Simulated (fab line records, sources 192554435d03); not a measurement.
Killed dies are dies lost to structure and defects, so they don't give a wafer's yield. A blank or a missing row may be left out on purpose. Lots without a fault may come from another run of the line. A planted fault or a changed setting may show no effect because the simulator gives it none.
Split-lot experiment | flow n5_finfet | 7 lots, 21 wafers read, on a route of 1938 steps

THE SPLIT
At N5_BEOL_M7_COAT_05 (resist thk 90 nm), the setting spin_rpm was moved away from the recipe's 1500 rpm on 10 of the 21 wafers read, by -8.1% to +10.7%. The other wafers ran this setting at the recipe's value.

FROM THE SPLIT TO THE READING: what the file shows between them, 2 steps
- N5_BEOL_M7_EXPOSE_08: exposes mask M7 (also split here: dose_mj)
- N5_BEOL_M7_PEB_09: peb time 60 s

THE READING
CAR-ArF_of_BEOL_M7_COAT_05.thk_nm (the simulator's own value, which no gauge read), in nm, at N5_BEOL_M7_DEVELOP_10 (develop time 30 s). The file gives no usual value for it. The 11 wafers here that ran the recipe average 88.4 nm, standard deviation 0.28 nm.

wafer  | tool, chamber at the split | spin_rpm as run, rpm | against the recipe | CAR-ArF_of_BEOL_M7_COAT_05.thk_nm, nm | against lot-mates on the recipe
L077.1 | litho_track-03, 0          | 1500                 | recipe             | 88                                    | -
L077.3 | litho_track-03, 0          | 1500                 | recipe             | 88.2                                  | -
L077.4 | litho_track-03, 0          | 1379                 | -8.1%              | 91.8                                  | +3.7
L081.3 | litho_track-02, 0          | 1500                 | recipe             | 88.4                                  | -
L081.5 | litho_track-02, 0          | 1584                 | +5.6%              | 86                                    | -2.4
L081.6 | litho_track-02, 0          | 1584                 | +5.6%              | 86                                    | -2.4
L088.1 | litho_track-05, 0          | 1500                 | recipe             | 88.4                                  | -
L088.3 | litho_track-05, 0          | 1661                 | +10.7%             | 84                                    | -4.4
L088.5 | litho_track-05, 0          | 1661                 | +10.7%             | 83.8                                  | -4.6
L090.1 | litho_track-02, 0          | 1500                 | recipe             | 88.6                                  | -
L090.4 | litho_track-02, 0          | 1500                 | recipe             | 88.6                                  | -
L090.5 | litho_track-02, 0          | 1500                 | recipe             | 88.4                                  | -
L091.3 | litho_track-05, 0          | 1607                 | +7.1%              | 85.2                                  | -2.8
L091.4 | litho_track-05, 0          | 1500                 | recipe             | 88                                    | -
L091.6 | litho_track-05, 0          | 1607                 | +7.1%              | 85                                    | -3.0
L095.3 | litho_track-05, 0          | 1587                 | +5.8%              | 85.8                                  | -2.4
L095.4 | litho_track-05, 0          | 1500                 | recipe             | 88.2                                  | -
L095.6 | litho_track-05, 0          | 1500                 | recipe             | 88.2                                  | -
L096.1 | litho_track-02, 0          | 1500                 | recipe             | 89                                    | -
L096.4 | litho_track-02, 0          | 1555                 | +3.7%              | 87.4                                  | -1.6
L096.5 | litho_track-02, 0          | 1555                 | +3.7%              | 87.2                                  | -1.8

THE FIT
A straight line over all 21 wafers: CAR-ArF_of_BEOL_M7_COAT_05.thk_nm changes by -0.424 nm for each +1% of spin_rpm; r = -0.99; the points scatter about the line by 0.28 nm.
The same after taking each lot's own level away (the mean of its wafers on the recipe; 21 wafers): -0.427 nm for each +1%; r = -1.00; scatter 0.12 nm.
On that fit, the largest move of spin_rpm shifts the reading by 4.6 nm.
The lots' own levels span 88.00 to 89.00 nm, that is 3.6 times the standard deviation above.
So the lot-to-lot level changes the slope little: the two slopes agree.
Check: with one of the wafers moved furthest among these (+10.7%) left out of the fit, the line predicts -4.61 nm for it against its lot-mates. It came out at -4.4 nm against them.

OTHER SPLITS ON THESE WAFERS
These wafers also went through other splits before the reading. Each is held against what the fit with the lots' levels taken away leaves over:
other split on the same wafers   | wafers away from the commonest value | r with CAR-ArF_of_BEOL_M7_COAT_05.thk_nm (lot level and that fit taken away)
N5_BEOL_M5_TRENCH_ETCH_37 time_s | 4                                    | +0.02
N5_BEOL_M6_COAT_63 spin_rpm      | 10                                   | -0.13
N5_BEOL_M6_COAT_22 spin_rpm      | 6                                    | -0.06
N5_BEOL_M7_EXPOSE_08 dose_mj     | 7                                    | -0.15

THE WHOLE CHAIN: every reading that the file lists as answering this split, in the file's order
step                  | what it does      | reading                                                                            | change (the file's fit)               | r (the file's)
N5_BEOL_M7_COAT_05    | resist thk 90 nm  | CAR-ArF_of_BEOL_M7_COAT_05.thk_nm (the simulator's own value, which no gauge read) | -0.438 nm for each +1% of the setting | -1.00
N5_BEOL_M7_DEVELOP_10 | develop time 30 s | CAR-ArF_of_BEOL_M7_COAT_05.thk_nm (the simulator's own value, which no gauge read) | -0.428 nm for each +1% of the setting | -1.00

THE FILE'S OWN FIT
CAR-ArF_of_BEOL_M7_COAT_05.thk_nm changes by -0.428 nm for each +1% of spin_rpm, r = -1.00.
